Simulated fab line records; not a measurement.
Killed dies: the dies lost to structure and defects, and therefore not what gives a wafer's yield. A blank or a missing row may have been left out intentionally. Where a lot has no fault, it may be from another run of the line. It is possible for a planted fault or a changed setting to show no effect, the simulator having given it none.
fab line records + flow n5_finfet
record:
- lots: 6
- wafers: 16
- last_day: 17
route steps=1938 shown HKMG_FIN@445 BEOL_M4@1111 PASSIVATION@1936
lots that met no fault: taken from a fault-free run of the same line
start_h: start of the lot's first displayed wafer, in hours after the record's first day + wait_h: hours from the lot's prior step to this one + " repeats the value in the row above + L1.1+2: one row covering several wafers at once + - value missing, or start not given + * or withheld: withheld + < > ~ a bound
route shown NAME@n: a module of which the file shows steps, and the number in the route of the first + usual: mean and standard deviation over wafers with no fault + same: alike in all rows + chamber/n: place in a boat + sites: the reading at each site + _std_site: standard deviation across them + _edge_site: the outer-site mean with the inner-site mean subtracted + radius_mm: how far each site lies from the wafer's centre + mask NAME#n: copy n + behind: the most recent tool/chamber to have shaped the wafer + hold: reason for holding the lot/hours on hold/outcome of the hold + device: transistor that didn't switch, given as n, p or np + end of line: tests run on the same wafers once the route is complete + a step with no rows: only its recipe + killed: count of dies lost to structure and defects at first sort (not the wafer's yield) + map: a wafer's dies, marking killed ones x, the rest . and places with no die _
set.NAME: the setting as run; set.NAME@STEP: as run at that earlier step + model.NAME: the simulator's own value behind a step, which no gauge read
lots at selected steps of the route; one table per step, one row per wafer
services: when a tool's chamber went out of use (start_h, in hours from the record's first day, below 0 if earlier), for how many hours, and the reason
== steps ==
step: N5_HKMG_FIN_STRIP_89
recipe:
- chemistry: N2/H2
- material: SOC
- time_s: 20
- power_w: 500
- temp_c: 40
- pressure_mtorr: 50
- rf_frequency_hz: 6e+07
- bias_power_w: 8
- h2_frac: 0.5
- n2_flow_sccm: 300
- h2_flow_sccm: 300
usual:
- drypump_motor_current_A: 5.6/0.41
- oes_product_au: 0.78/0.082
- rf_vpp_V: 54.0/0.86
- showerhead_plenum_p_Torr: 3.33/0.095
- throttle_valve_pct: 19.0/0.48
| lot.wafer | tool        | chamber | start_h | wait_h | drypump_motor_current_A | oes_product_au | rf_hours_counter_h | rf_vpp_V | showerhead_plenum_p_Torr | throttle_valve_pct |
|-----------|-------------|---------|---------|--------|-------------------------|----------------|--------------------|----------|--------------------------|--------------------|
| L600.1    | rie_diel-06 | 1       | 94.40   | 0.0    | 6.2                     | 0.96           | 6                  | 54.4     | 3.30                     | 19.0               |
| L600.4    | "           | 3       | "       | "      | 5.5                     | 0.90           | 30                 | 55.1     | 3.28                     | 18.9               |
| L600.5    | "           | 0       | "       | "      | 5.7                     | 0.70           | -                  | 55.2     | 3.34                     | 19.0               |
| L603.1    | rie_diel-04 | 2       | 125.16  | 0.0    | 6.0                     | 0.72           | 190                | 54.8     | 3.31                     | 18.5               |
| L603.6    | "           | 3       | "       | "      | 5.5                     | 0.82           | -                  | 53.3     | 3.20                     | 18.2               |
| L606.1    | rie_diel-02 | 2       | 136.50  | 0.0    | 4.8                     | 0.76           | 164                | 55.4     | 3.50                     | 19.0               |
| L606.6    | "           | 3       | "       | "      | 5.2                     | 0.91           | -                  | 55.8     | 3.32                     | 19.4               |
| L613.1    | rie_diel-04 | 3       | 172.01  | 0.0    | 5.5                     | 0.79           | 119                | 52.7     | 3.20                     | 18.2               |
| L613.2    | "           | 1       | "       | "      | 5.1                     | 0.76           | 150                | 55.3     | 3.24                     | 20.2               |
| L613.3    | "           | 2       | "       | "      | 6.0                     | 0.70           | 206                | 54.4     | 3.30                     | 18.5               |
| L614.1    | rie_diel-06 | 3       | 182.32  | 0.0    | 5.5                     | 0.86           | 64                 | 53.7     | 3.27                     | 18.9               |
| L614.3    | "           | 1       | "       | "      | 6.2                     | 0.88           | 40                 | 53.0     | 3.28                     | 19.1               |
| L614.5    | "           | 2       | "       | "      | 5.5                     | 0.73           | -                  | 54.1     | 3.38                     | 19.7               |
| L618.1    | rie_diel-02 | 0       | 202.66  | 0.0    | 5.9                     | 0.70           | 237                | 53.7     | 3.45                     | 18.7               |
| L618.3    | "           | 2       | "       | "      | 4.8                     | 0.74           | 187                | 53.8     | 3.48                     | 19.0               |
| L618.4    | "           | 1       | "       | "      | 5.7                     | 0.70           | 207                | 53.6     | 3.18                     | 18.5               |
step: N5_HKMG_FIN_WET_ETCH_87
recipe:
- chemistry: SC1
- target: TiN
- mix: 1:2:40
- temp_c: 50
- time_s: 154.2
- target_depth_nm: 4.7
- dry: ipa_marangoni
- rinse_time_s: 30
- rinse_temp_c: 23
step: N5_HKMG_FIN_STRIP_88
recipe:
- chemistry: N2/H2
- power_w: 2500
- temp_c: 300
- h2_frac: 0.65
- time_s: 360
- pressure_mtorr: withheld
- n2_flow_sccm: 1750
- h2_flow_sccm: 3250
usual:
- drypump_motor_current_A: 5.8/0.45
- heater_power_w: 464/14
| lot.wafer | tool            | chamber | start_h | wait_h | drypump_motor_current_A | heater_power_w | rf_hours_counter_h |
|-----------|-----------------|---------|---------|--------|-------------------------|----------------|--------------------|
| L600.1    | plasma_asher-02 | 1       | 94.59   | 0.0    | 5.7                     | 458            | 97                 |
| L600.4    | "               | 1       | "       | "      | 5.7                     | 455            | -                  |
| L600.5    | "               | 0       | "       | "      | 6.4                     | 472            | -                  |
| L603.1    | plasma_asher-01 | 0       | 125.35  | 0.0    | 5.4                     | 455            | 42                 |
| L603.6    | "               | 0       | "       | "      | 5.4                     | 451            | -                  |
| L606.1    | plasma_asher-02 | 1       | 136.69  | 0.0    | 5.7                     | 462            | 104                |
| L606.6    | "               | 0       | "       | "      | 6.4                     | 461            | -                  |
| L613.1    | plasma_asher-01 | 0       | 172.27  | 0.0    | 5.4                     | 440            | 49                 |
| L613.2    | "               | 1       | "       | "      | 5.3                     | 490            | 49                 |
| L613.3    | "               | 1       | "       | "      | 5.2                     | 481            | -                  |
| L614.1    | plasma_asher-02 | 1       | 182.51  | 0.0    | 5.7                     | 455            | 116                |
| L614.3    | "               | 0       | "       | "      | 6.4                     | 470            | -                  |
| L614.5    | "               | 1       | "       | "      | 5.7                     | 461            | -                  |
| L618.1    | plasma_asher-01 | 1       | 202.85  | 0.0    | 5.3                     | 478            | 55                 |
| L618.3    | "               | 0       | "       | "      | 5.4                     | 435            | -                  |
| L618.4    | "               | 1       | "       | "      | 5.3                     | 491            | -                  |
step: N5_HKMG_FIN_NWFM_ALD_20
recipe:
- material: TiAlC
- target_thk_a: 20
- temp_c: 300
- ald_precursor_family: TiCl4
- ald_co_reactant: TEA
- pulse_time_s: 3
- purge_time_s: 2
- co_reactant_purge_time_s: 2
- co_reactant_pulse_time_s: 10
- ald_cycles: 7
- pressure_torr: 3
step: N5_HKMG_FIN_ALD_71
recipe:
- material: TiN
- target_thk_a: 10
- temp_c: 400
- ald_precursor_family: TiCl4
- ald_co_reactant: NH3
- pulse_time_s: 1
- purge_time_s: 3
- co_reactant_purge_time_s: 2
- co_reactant_pulse_time_s: 2
- ald_cycles: 47
- pressure_torr: 3
usual:
- ald_cycles: 47/0
- chamber_pressure_Torr: 2.999/0.0069
- heater_power_w: 944/85
- precursor_pulse_height_rel: 1.002/0.019
same:
- co_reactant_pulse_time_s: 2
- co_reactant_purge_time_s: 2
| lot.wafer | tool         | chamber | start_h | wait_h | ald_cycles | chamber_pressure_Torr | heater_power_w | precursor_pulse_height_rel |
|-----------|--------------|---------|---------|--------|------------|-----------------------|----------------|----------------------------|
| L600.1    | ald_metal-01 | 1       | 95.07   | 0.0    | 47         | 3.004                 | 825            | 0.995                      |
| L600.4    | "            | 3       | "       | "      | 47         | 3.001                 | 963            | 1.003                      |
| L600.5    | "            | 0       | "       | "      | 47         | 3.007                 | 1097           | 0.974                      |
| L603.1    | ald_metal-02 | 3       | 125.83  | 0.0    | 47         | 2.989                 | 869            | 1.002                      |
| L603.6    | "            | 2       | "       | "      | 47         | 2.988                 | 971            | 1.016                      |
| L606.1    | ald_metal-02 | 1       | 137.17  | 0.0    | 47         | 2.993                 | 871            | 1.008                      |
| L606.6    | "            | 1       | "       | "      | 47         | 2.999                 | 886            | 0.992                      |
| L613.1    | ald_metal-01 | 2       | 172.75  | 0.0    | 47         | 3.003                 | 990            | 1.010                      |
| L613.2    | "            | 0       | "       | "      | 47         | 3.000                 | 1126           | 1.010                      |
| L613.3    | "            | 3       | "       | "      | 47         | 3.000                 | 940            | 1.009                      |
| L614.1    | ald_metal-01 | 1       | 182.99  | 0.0    | 47         | 2.998                 | 826            | 0.986                      |
| L614.3    | "            | 2       | "       | "      | 47         | 2.991                 | 1005           | 1.016                      |
| L614.5    | "            | 2       | "       | "      | 47         | 2.994                 | 948            | 0.997                      |
| L618.1    | ald_metal-02 | 3       | 203.33  | 0.0    | 47         | 3.000                 | 877            | 0.982                      |
| L618.3    | "            | 0       | "       | "      | 47         | 2.999                 | 866            | 0.962                      |
| L618.4    | "            | 1       | "       | "      | 47         | 2.992                 | 859            | 1.004                      |
step: N5_HKMG_FIN_COAT_66
recipe:
- resist: SOC
- temp_c: 250
- time_s: 60
- spin_rpm: 1500
- resist_thk_nm: 300
step: N5_HKMG_FIN_ETCH_67
recipe:
- chemistry: N2/H2
- target: SOC
- target_depth_a: 3889
- stop_on: TiN
- ion_energy_ev: 100
- bias_w: 61
- pressure_mtorr: 30
- source_w: 850
- n2_flow_sccm: 200
- h2_flow_sccm: 200
step: N5_HKMG_FIN_STRIP_90
recipe:
- chemistry: N2/H2
- material: SOC
- time_s: 20
- power_w: 500
- temp_c: 40
- pressure_mtorr: 50
- rf_frequency_hz: 6e+07
- bias_power_w: 8
- h2_frac: 0.5
- n2_flow_sccm: 300
- h2_flow_sccm: 300
step: N5_HKMG_FIN_WET_ETCH_73
recipe:
- chemistry: SC1
- mix: 1:2:40
- temp_c: 50
- time_s: 42.3
- target_depth_nm: 1.3
- dry: ipa_marangoni
- rinse_time_s: 30
- rinse_temp_c: 23
step: N5_HKMG_FIN_ETCHBACK_68
recipe:
- chemistry: Cl2/Ar
- stop_on: HfO2
- target_depth_a: 5
- pressure_mtorr: 10
- icp_w: 600
- bias_w: 60
- Cl2_flow_sccm: 40
- Ar_flow_sccm: 60
usual:
- bias_w: 59.98/0.18
- drypump_motor_current_A: 5.9/0.33
- oes_product_au: 0.71/0.086
- throttle_valve_pct: 21.06/0.28
| lot.wafer | tool         | chamber | start_h | wait_h | bias_w | drypump_motor_current_A | oes_product_au | rf_hours_counter_h | throttle_valve_pct |
|-----------|--------------|---------|---------|--------|--------|-------------------------|----------------|--------------------|--------------------|
| L600.1    | rie_metal-02 | 1       | 95.66   | 0.0    | 59.82  | 6.0                     | 0.72           | 65                 | 20.97              |
| L600.4    | "            | 1       | "       | "      | 60.18  | 5.9                     | 0.73           | -                  | 20.98              |
| L600.5    | "            | 1       | "       | "      | 59.94  | 6.0                     | 0.73           | -                  | 20.98              |
| L603.1    | rie_metal-01 | 1       | 126.49  | 0.0    | 59.99  | 6.3                     | 0.76           | 50                 | 21.24              |
| L603.6    | "            | 0       | "       | "      | 59.89  | 5.3                     | 0.61           | -                  | 21.21              |
| L606.1    | rie_metal-01 | 1       | 137.84  | 0.0    | 59.73  | 6.4                     | 0.76           | 52                 | 21.23              |
| L606.6    | "            | 1       | "       | "      | 60.16  | 6.3                     | 0.77           | -                  | 21.23              |
| L613.1    | rie_metal-03 | 1       | 173.39  | 0.0    | 60.24  | 5.9                     | 0.62           | 123                | 21.34              |
| L613.2    | "            | 0       | "       | "      | 60.02  | 6.0                     | 0.83           | 22                 | 20.80              |
| L613.3    | "            | 0       | "       | "      | 60.15  | 5.9                     | 0.84           | -                  | 20.80              |
| L614.1    | rie_metal-02 | 1       | 183.56  | 0.0    | 60.00  | 6.0                     | 0.71           | 73                 | 21.01              |
| L614.3    | "            | 0       | "       | "      | 59.96  | 5.4                     | 0.76           | -                  | 20.52              |
| L614.5    | "            | 1       | "       | "      | 60.00  | 5.9                     | 0.71           | -                  | 21.01              |
| L618.1    | rie_metal-01 | 1       | 203.89  | 0.0    | 59.84  | 6.3                     | 0.75           | 59                 | 21.26              |
| L618.3    | "            | 0       | "       | "      | 59.90  | 5.3                     | 0.61           | -                  | 21.21              |
| L618.4    | "            | 1       | "       | "      | 59.56  | 6.4                     | 0.74           | -                  | 21.27              |
step: N5_HKMG_FIN_STRIP_69
recipe:
- chemistry: N2/H2
- power_w: 2500
- temp_c: 300
- h2_frac: 0.65
- time_s: 360
- pressure_mtorr: withheld
- n2_flow_sccm: 1750
- h2_flow_sccm: 3250
usual:
- drypump_motor_current_A: 5.9/0.44
- heater_power_w: 463/12
| lot.wafer | tool            | chamber | start_h | wait_h | drypump_motor_current_A | heater_power_w | rf_hours_counter_h |
|-----------|-----------------|---------|---------|--------|-------------------------|----------------|--------------------|
| L600.1    | plasma_asher-01 | 0       | 95.80   | 0.1    | 5.4                     | 447            | 37                 |
| L600.4    | "               | 1       | "       | "      | 5.3                     | 488            | -                  |
| L600.5    | "               | 0       | "       | "      | 5.4                     | 445            | -                  |
| L603.1    | plasma_asher-01 | 0       | 126.64  | 0.1    | 5.4                     | 457            | 42                 |
| L603.6    | "               | 1       | "       | "      | 5.3                     | 485            | -                  |
| L606.1    | plasma_asher-02 | 1       | 138.10  | 0.2    | 5.7                     | 467            | 105                |
| L606.6    | "               | 1       | "       | "      | 5.7                     | 460            | -                  |
| L613.1    | plasma_asher-02 | 0       | 173.53  | 0.1    | 6.4                     | 454            | 115                |
| L613.2    | "               | 1       | "       | "      | 5.7                     | 455            | 115                |
| L613.3    | "               | 1       | "       | "      | 5.7                     | 463            | -                  |
| L614.1    | plasma_asher-02 | 0       | 183.71  | 0.1    | 6.4                     | 478            | 117                |
| L614.3    | "               | 0       | "       | "      | 6.4                     | 460            | -                  |
| L614.5    | "               | 0       | "       | "      | 6.4                     | 469            | -                  |
| L618.1    | plasma_asher-02 | 1       | 204.03  | 0.1    | 5.7                     | 454            | 121                |
| L618.3    | "               | 1       | "       | "      | 5.7                     | 447            | -                  |
| L618.4    | "               | 0       | "       | "      | 6.4                     | 469            | -                  |
step: N5_HKMG_FIN_ALD_21
recipe:
- material: TiN
- target_thk_a: 15
- temp_c: 400
- ald_precursor_family: TiCl4
- ald_co_reactant: NH3
- pulse_time_s: 1
- purge_time_s: 3
- co_reactant_purge_time_s: 2
- co_reactant_pulse_time_s: 2
- ald_cycles: 68
- pressure_torr: 3
step: N5_HKMG_FIN_ALD_72
recipe:
- material: W
- target_thk_a: 20
- temp_c: 300
- pressure_torr: 7.5
- ald_precursor_family: WF6
- ald_co_reactant: B2H6
- pulse_time_s: 1
- purge_time_s: 2
- co_reactant_purge_time_s: 2
- co_reactant_pulse_time_s: 3
- ald_cycles: 7
usual:
- ald_cycles: 7/0
- chamber_pressure_Torr: 7.500/0.015
- heater_power_w: 498/28
- precursor_pulse_height_rel: 0.999/0.018
same:
- co_reactant_pulse_time_s: 3
- co_reactant_purge_time_s: 2
| lot.wafer | tool     | chamber | start_h | wait_h | ald_cycles | chamber_pressure_Torr | heater_power_w | precursor_pulse_height_rel | model.W_of_HKMG_FIN_ALD_72.thk_nm |
|-----------|----------|---------|---------|--------|------------|-----------------------|----------------|----------------------------|-----------------------------------|
| L600.1    | cvd_w-01 | 0       | 96.54   | 0.2    | 7          | 7.505                 | 489            | 0.966                      | 2.2                               |
| L600.4    | "        | 1       | "       | "      | 7          | 7.471                 | 520            | 0.980                      | 2                                 |
| L600.5    | "        | 0       | "       | "      | 7          | 7.514                 | 475            | 0.992                      | 2.2                               |
| L603.1    | cvd_w-01 | 0       | 127.39  | 0.2    | 5          | 7.473                 | 491            | 1.018                      | 1.4                               |
| L603.6    | "        | 0       | "       | "      | 5          | 7.506                 | 489            | 0.984                      | 1.4                               |
| L606.1    | cvd_w-01 | 0       | 138.85  | 0.2    | 5          | 7.508                 | 484            | 0.984                      | 1.4                               |
| L606.6    | "        | 0       | "       | "      | 5          | 7.494                 | 475            | 1.002                      | 1.4                               |
| L613.1    | cvd_w-02 | 1       | 174.27  | 0.2    | 7          | 7.521                 | 530            | 0.988                      | 2.2                               |
| L613.2    | "        | 0       | "       | "      | 7          | 7.500                 | 458            | 1.004                      | 2.2                               |
| L613.3    | "        | 0       | "       | "      | 7          | 7.504                 | 456            | 0.996                      | 2.2                               |
| L614.1    | cvd_w-02 | 1       | 184.45  | 0.2    | 7          | 7.519                 | 529            | 0.995                      | 2                                 |
| L614.3    | "        | 1       | "       | "      | 7          | 7.494                 | 528            | 1.008                      | 2                                 |
| L614.5    | "        | 0       | "       | "      | 7          | 7.482                 | 460            | 0.986                      | 2                                 |
| L618.1    | cvd_w-02 | 0       | 204.78  | 0.2    | 7          | 7.491                 | 452            | 0.986                      | 2                                 |
| L618.3    | "        | 1       | "       | "      | 7          | 7.518                 | 538            | 1.023                      | 2.2                               |
| L618.4    | "        | 0       | "       | "      | 7          | 7.481                 | 461            | 1.019                      | 2.2                               |
step: N5_HKMG_FIN_W_FILL_22
recipe:
- material: W
- target_thk_a: 600
- temp_c: 400
- pressure_torr: 39.4
- time_s: 18.2
step: N5_BEOL_M4_RC_MEAS_101
usual:
- DIBL_N: 37.3/2.3
- DIBL_P: 37.4/2.9
- IOFF_N: 0.18/0.045
- IOFF_P: 0.25/0.054
- ION_N: 679/15
- ION_P: 468/9.7
- SS_N: 71.8/0.62
- SS_P: 73.6/0.76
- VT_N: 248/4.1
- VT_P: -248/3.6
| lot.wafer | tool      | chamber | start_h | wait_h | DIBL_N[mV/V] | DIBL_P[mV/V] | IOFF_N[nA/um] | IOFF_P[nA/um] | ION_N[uA/um] | ION_P[uA/um] | SS_N[mV/dec] | SS_P[mV/dec] | VT_N[mV] | VT_P[mV] |
|-----------|-----------|---------|---------|--------|--------------|--------------|---------------|---------------|--------------|--------------|--------------|--------------|----------|----------|
| L600.1    | prober-01 | 0       | 189.07  | 0.0    | 31.8         | 30.7         | 0.08          | 0.13          | 643          | 443          | 70.8         | 71.7         | 259      | -255     |
| L600.4    | "         | 0       | "       | "      | 36.7         | 38.2         | 0.16          | 0.24          | 678          | 472          | 72.2         | 72.8         | 252      | -248     |
| L600.5    | "         | 0       | "       | "      | 34.5         | 35.6         | 0.13          | 0.18          | 667          | 467          | 71.2         | 72.9         | 251      | -248     |
| L603.1    | prober-02 | 0       | 214.00  | 0.0    | 33.6         | 31.4         | 0.11          | 0.18          | 670          | 463          | 71.0         | 73.0         | 254      | -251     |
| L603.6    | "         | 0       | "       | "      | 34.3         | 32.7         | 0.12          | 0.19          | 652          | 451          | 70.4         | 73.4         | 254      | -253     |
| L606.1    | prober-02 | 0       | 217.87  | 0.0    | 36.9         | 37.5         | 0.17          | 0.22          | 681          | 476          | 71.2         | 73.7         | 252      | -250     |
| L606.6    | "         | 0       | "       | "      | 37.7         | 37.9         | 0.17          | 0.23          | 679          | 464          | 71.3         | 73.6         | 251      | -250     |
| L613.1    | prober-02 | 0       | 268.65  | 0.0    | 31.8         | 32.1         | 0.12          | 0.17          | 649          | 452          | 71.1         | 72.6         | 253      | -250     |
| L613.2    | "         | 0       | "       | "      | 33.8         | 35.0         | 0.13          | 0.21          | 653          | 451          | 71.4         | 72.4         | 254      | -249     |
| L613.3    | "         | 0       | "       | "      | 31.2         | 31.6         | 0.11          | 0.17          | 663          | 460          | 70.8         | 72.3         | 251      | -252     |
| L614.1    | prober-01 | 0       | 270.67  | 0.0    | 34.9         | 34.4         | 0.15          | 0.20          | 670          | 465          | 70.9         | 72.8         | 253      | -249     |
| L614.3    | "         | 0       | "       | "      | 37.3         | 38.6         | 0.20          | 0.29          | 688          | 472          | 71.8         | 74.5         | 248      | -245     |
| L614.5    | "         | 0       | "       | "      | 37.0         | 37.9         | 0.19          | 0.26          | 665          | 460          | 71.6         | 74.1         | 248      | -249     |
| L618.1    | prober-02 | 0       | 295.73  | 0.0    | 36.8         | 36.7         | 0.16          | 0.20          | 677          | 458          | 71.4         | 73.5         | 249      | -253     |
| L618.3    | "         | 0       | "       | "      | 34.5         | 34.0         | 0.11          | 0.16          | 647          | 445          | 71.7         | 73.0         | 257      | -256     |
| L618.4    | "         | 0       | "       | "      | 37.9         | 37.0         | 0.18          | 0.20          | 688          | 465          | 72.3         | 72.4         | 247      | -251     |
step: N5_PASSIVATION_PROBE_49
usual:
- defect_limited_yield: 91.3/1.5
- killed_at_M0_to_M3: 35/8.7
- killed_at_M4_up: 14/5.5
- killed_at_contacts: 11/5.6
- killed_at_front_end: 39/13
- killed_at_other: 3.7/2.2
- killed_dies: 103/18
- killed_open: 69/14
- killed_short: 33/7.8
- sort_bin_5_function: 5.1/0.99
- sort_bin_6_memory: 3.3/0.67
- sort_bin_8_speed: 0.02/0.17
- sort_n_pass: 1077/18
- sort_yield_pct: 91.2/1.5
same:
- gross_dies: 1180
- killed_at_back_side: 0
- sort_bin_4_leakage[%]: 0
| lot.wafer | tool      | chamber | start_h | wait_h | defect_limited_yield[%] | killed_at_M0_to_M3 | killed_at_M4_up | killed_at_contacts | killed_at_front_end | killed_at_other | killed_dies | killed_open | killed_short | sort_bin_5_function[%] | sort_bin_6_memory[%] | sort_bin_8_speed[%] | sort_n_pass | sort_yield_pct[%] |
|-----------|-----------|---------|---------|--------|-------------------------|--------------------|-----------------|--------------------|---------------------|-----------------|-------------|-------------|--------------|------------------------|----------------------|---------------------|-------------|-------------------|
| L603.1    | prober-02 | -       | 313.85  | 0.0    | 89.3                    | 55                 | 8               | 5                  | 51                  | 7               | 126         | 85          | 41           | 6.4                    | 3.6                  | 0                   | 1054        | 89.3              |
| L603.6    | prober-02 | -       | 314.10  | 0.3    | 91.5                    | 36                 | 8               | 10                 | 43                  | 3               | 100         | 60          | 40           | 5.4                    | 2.7                  | 0                   | 1080        | 91.5              |
| L606.1    | prober-01 | -       | 325.63  | 0.0    | 93.6                    | 20                 | 7               | 3                  | 41                  | 5               | 76          | 44          | 32           | 4.0                    | 2.3                  | 0                   | 1104        | 93.6              |
| L606.6    | prober-01 | -       | 325.88  | 0.3    | 93.3                    | 15                 | 9               | 6                  | 45                  | 4               | 79          | 47          | 30           | 4.1                    | 2.5                  | 0                   | 1101        | 93.3              |
| L614.1    | prober-01 | -       | 377.95  | 0.0    | 94.5                    | 23                 | 12              | 5                  | 21                  | 4               | 65          | 41          | 22           | 3.6                    | 1.7                  | 0                   | 1115        | 94.5              |
| L614.3    | prober-01 | -       | 378.05  | 0.1    | 94.7                    | 12                 | 11              | 18                 | 12                  | 9               | 62          | 38          | 20           | 2.5                    | 2.5                  | 0                   | 1118        | 94.7              |
| L614.5    | prober-01 | -       | 378.15  | 0.2    | 94.4                    | 30                 | 13              | 4                  | 14                  | 5               | 66          | 51          | 15           | 3.3                    | 2.3                  | 0                   | 1114        | 94.4              |
killed by level:class
L603.1 FIN_SAQP:geometric_particle:short=14 BEOL_M0_SAQP:geometric_particle:open=14 BEOL_M1:geometric_particle:open=13 FIN_SAQP:geometric_particle:open=9 BEOL_M0_SAQP:geometric_particle:short=9 BEOL_M2:geometric_particle:open=8 DUMMY_GATE:geometric_particle:open=7 STI_FIN_REVEAL:geometric_particle:open=6
L603.6 GATE_CUT:geometric_particle:short=10 FIN_SAQP:geometric_particle:open=9 MOL_CONTACT_COAG:geometric_particle:open=9 BEOL_M0_SAQP:geometric_particle:short=8 STI_FIN_REVEAL:geometric_particle:open=8 BEOL_M0_SAQP:geometric_particle:open=8 BEOL_M1:geometric_particle:open=8 FIN_SAQP:geometric_particle:short=7
L606.1 STI_FIN_REVEAL:geometric_particle:open=10 FIN_SAQP:geometric_particle:short=8 GATE_CUT:geometric_particle:short=5 BEOL_M0_SAQP:geometric_particle:short=5 BEOL_M1:geometric_particle:open=5 BEOL_M4:geometric_particle:open=5 DUMMY_GATE:geometric_particle:open=4 FIN_SAQP:geometric_particle:open=3
L606.6 FIN_SAQP:geometric_particle:open=13 STI_FIN_REVEAL:geometric_particle:open=7 GATE_CUT:geometric_particle:short=7 MOL_CONTACT_COAG:geometric_particle:open=6 BEOL_M0_SAQP:geometric_particle:short=6 FIN_SAQP:geometric_particle:short=5 GATE_CUT:geometric_particle:open=4 BEOL_M3:geometric_particle:open=3
L614.1 BEOL_M2:geometric_particle:open=6 STI_FIN_REVEAL:geometric_particle:open=5 STARTING-WAFER:geometric_particle:short=5 BEOL_M1:geometric_particle:open=4 FIN_SAQP:geometric_particle:open=3 MOL_CONTACT_COAG:geometric_particle:open=3 BEOL_M0_SAQP:geometric_particle:short=3 BEOL_M0_SAQP:geometric_particle:open=3
L614.3 MOL_CONTACT_COAG:geometric_particle:open=14 MOL_CONTACT_COAG:geometric_particle:short=4 FIN_SAQP:geometric_particle:open=3 BEOL_M3:geometric_particle:open=3 ILD0:geometric_particle:short=3 BEOL_M5:coat_microbubble_printed=3 BEOL_M4:geometric_particle:open=3 BEOL_M4:geometric_particle:short=3
L614.5 BEOL_M3:geometric_particle:open=10 BEOL_M0_SAQP:geometric_particle:open=7 BEOL_M2:geometric_particle:open=7 STI_FIN_REVEAL:geometric_particle:short=5 STI_FIN_REVEAL:geometric_particle:open=4 MOL_CONTACT_COAG:geometric_particle:open=4 BEOL_M5:geometric_particle:open=4 BEOL_M0_SAQP:geometric_particle:short=3
== services ==
| tool            | chamber | start_h | hours | kind                          |
|-----------------|---------|---------|-------|-------------------------------|
| rie_diel-02     | 1       | 71.49   | 3.0   | repair                        |
| plasma_asher-01 | -       | 72.72   | 14.6  | pm                            |
| ald_metal-02    | -       | 75.77   | 1.0   | repair                        |
| ald_metal-02    | -       | 78.07   | 1.8   | repair                        |
| rie_metal-03    | 0       | 78.38   | 12.9  | repair                        |
| cvd_w-01        | -       | 103.06  | 0.8   | repair                        |
| rie_metal-01    | 0       | 136.66  | 11.7  | repair                        |
| cvd_w-01        | 0       | 142.14  | 2.4   | repair                        |
| rie_diel-06     | 2       | 148.52  | 29.0  | repair                        |
| plasma_asher-01 | -       | 156.52  | 0.4   | repair                        |
| rie_diel-02     | 3       | 166.84  | 4.9   | repair                        |
| rie_diel-02     | -       | 177.25  | 2.8   | pm                            |
| rie_diel-06     | 0       | 177.60  | -     | clean                         |
| rie_diel-06     | 0       | 177.60  | -     | consumable_replace:focus_ring |
| rie_diel-06     | 0       | 177.60  | 13.5  | scheduled_down                |
| rie_diel-06     | 0       | 177.60  | 13.5  | vent_cycle                    |
| ald_metal-02    | -       | 178.07  | 6.0   | pm                            |
| rie_diel-04     | 2       | 179.58  | 5.0   | repair                        |
| cvd_w-02        | -       | 193.81  | 1.1   | repair                        |
| rie_diel-02     | 0       | 197.42  | 3.8   | repair                        |
== key ==
first_sign:
- step: N5_HKMG_FIN_ALD_72
- reading: ald_cycles
- direction: down
- sigmas: 99+
- usual: *
- struck: *
effect none on later readings
model_effect:
- step: N5_HKMG_FIN_ALD_72
- value: W_of_HKMG_FIN_ALD_72.thk_nm
- without: 2
- struck: 1.4
met_at N5_HKMG_FIN_ALD_72
struck_wafers L603.1,L603.6,L606.1,L606.6
onset_between 96.54 127.39
fault:
- kind: process_parameter_drift
- tool: cvd_w-01
- chamber: -
- onset_h: 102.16
- steps: N5_HKMG_FIN_ALD_72
- channel: ald_cycles
- offset: *
- shape: step
- end_h: 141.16
- scope: struck_wafers_only
- stated: *
